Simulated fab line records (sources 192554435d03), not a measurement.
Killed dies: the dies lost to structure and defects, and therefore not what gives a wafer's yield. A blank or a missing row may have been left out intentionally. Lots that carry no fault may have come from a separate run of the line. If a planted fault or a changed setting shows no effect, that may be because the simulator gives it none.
3 desks, one fault    flow n5-finfet    each desk has only its own numbers; what lay behind them comes last

== THE DEFECT DESK ==
Inspection counts along the route, by lot: the mean over sampled wafers that carry a number. If a lot's mean is further than 4 standard deviations from the usual mean, the lot is out of limits and carries the mark OUT (the distance appears in the brackets).
Columns: A = raw-defect-count at N5_DUMMY_GATE_INSPECT_17, usual 179
lot   first seen here  A
L959  day 4 23:12      163
L960  day 5 09:58      117
L961  day 5 12:03      150
L964  day 6 06:04      134
L968  day 7 04:47      151
L969  day 7 10:10      216
Finding of this desk: none of the 6 lots has anything out of limits.

== THE METROLOGY DESK ==
Means of the sampled wafers that have a number, per lot and without regard to the tool the lot ran on: this is what the gauges read. If a lot's mean is further than 4 standard deviations from the usual mean, the lot is out of limits and carries the mark OUT (the distance appears in the brackets). Of its 13 readings 7 are shown: those that lie furthest out on some lot.
Columns: A = GATE_OVL at N5_DUMMY_GATE_OVL_MEAS_16, usual -0.4 nm; B = IOFF_N at N5_BEOL_M4_RC_MEAS_101, usual 0.155 nA/um; C = IOFF_P at N5_BEOL_M4_RC_MEAS_101, usual 0.211 nA/um; D = ION_N at N5_BEOL_M4_RC_MEAS_101, usual 672 uA/um; E = ION_P at N5_BEOL_M4_RC_MEAS_101, usual 462 uA/um; F = SS_N at N5_BEOL_M4_RC_MEAS_101, usual 71.5 mV/dec; G = VT_P at N5_BEOL_M4_RC_MEAS_101, usual -249.8 mV
lot   first seen here  A     B      C      D    E    F     G
L959  day 4 18:49      0.6   0.128  0.176  662  459  70.7  -253.2
L960  day 5 05:15      0.4   0.150  0.184  672  455  71.1  -252.5
L961  day 5 05:55      0.4   0.153  0.206  671  459  71.0  -251.5
L964  day 6 01:34      -1.0  0.160  0.244  667  461  72.8  -246.8
L968  day 7 00:16      -1.1  0.168  0.214  684  466  71.7  -248.6
L969  day 7 05:38      -0.1  0.149  0.206  670  461  71.6  -250.2
Finding of this desk: none of the 6 lots has anything out of limits.

== DESK OF THE TOOL OWNER: litho-track-05 ==
The tool's own readings at N5_DUMMY_GATE_COAT_09 (resist thk 30 nm): means of the sampled wafers that have a number, for each lot that ran on this tool. If a lot's mean is further than 4 standard deviations from the usual mean, the lot is out of limits and carries the mark OUT (the distance appears in the brackets).
Columns: A = dispense-pressure-kPa at N5_DUMMY_GATE_COAT_09, usual 49.5 kPa; B = spin-speed-rpm at N5_DUMMY_GATE_COAT_09, usual 1500.0 rpm
lot   first seen here  A     B
L959  day 4 22:51      52.4  1499.7
L961  day 5 11:42      52.4  1499.0
L968  day 7 04:18      52.4  1722.7 (+99 or more) OUT
L969  day 7 09:41      52.4  1722.6 (+99 or more) OUT
This desk's verdict: out of limits on L968, L969, starting with L968 at day 7 04:18 (spin-speed-rpm at N5_DUMMY_GATE_COAT_09). L959, L961 stayed within limits.

== PUT TOGETHER ==
At day 7 04:18, on L968, L969, the tool owner's desk was in a position to raise an alarm.
No out-of-limits result turned up at the defect desk.
Nothing out of limits was seen by the metrology desk.
The defect desk has L968, L969 on record, within its limits.
The metrology desk holds a record of L968, L969, inside its limits.
Every lot named ran N5_DUMMY_GATE_COAT_09 on litho-track-05.

== WHAT THE SIMULATOR PUT IN ==
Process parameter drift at N5_DUMMY_GATE_COAT_09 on litho-track-05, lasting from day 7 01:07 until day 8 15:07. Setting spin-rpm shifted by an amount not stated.
Struck lots among those shown: L968, L969.
Each desk's first reading out of limits, in hours after the fault started: the tool owner's desk, 3.
